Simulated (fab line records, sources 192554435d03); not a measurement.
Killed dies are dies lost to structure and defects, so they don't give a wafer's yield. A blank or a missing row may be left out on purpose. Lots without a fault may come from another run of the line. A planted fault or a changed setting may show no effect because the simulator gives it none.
Chamber matching | flow n5_finfet | N5_BEOL_M0_STRIP_140 on rie_diel-05: 4 sister chambers
The step strips in CF4. 4 wafers are shown with their chamber, then 10 later ones without.

WAFERS WITH THEIR CHAMBER
wafer  | chamber | drypump_motor_current_A (A)
L090.6 | 3       | 4.8
L092.3 | 0       | 6.0
L094.1 | 2       | 5.2
L094.3 | 1       | 6.4

WAFERS WITHOUT THEIR CHAMBER
wafer  | drypump_motor_current_A (A)
L094.5 | 6.4
L095.3 | 5.2
L095.4 | 6.0
L095.5 | 4.8
L096.3 | 5.2
L096.5 | 4.9
L096.6 | 5.8
L097.1 | 5.9
L097.2 | 4.8
L097.6 | 6.0

WHICH CHAMBER EACH WENT THROUGH
wafer  | from the rows above | in truth
L094.5 | 1                   | 1
L095.3 | 2                   | 2
L095.4 | 0                   | 0
L095.5 | 3                   | 3
L096.3 | 2                   | 2
L096.5 | 3                   | 3
L096.6 | 0                   | 0
L097.1 | 0                   | 0
L097.2 | 3                   | 3
L097.6 | 0                   | 0
Placed correctly: 10 of 10. Can't be placed from these rows: 0. Placed wrongly: 0.
How it was worked out, from the rows above alone: a wafer's distance from a chamber is the root of the sum, over the readings, of the square of ((its reading less the chamber's mean) divided by the reading's scatter). The wafer belongs to the nearest chamber; if the next one is less than 2 further off, it can't be placed. A chamber's mean is the mean of its shown wafers. The scatter: with one shown wafer a chamber, the root of the mean of the squares of how far each hidden wafer lies from its nearest shown one.
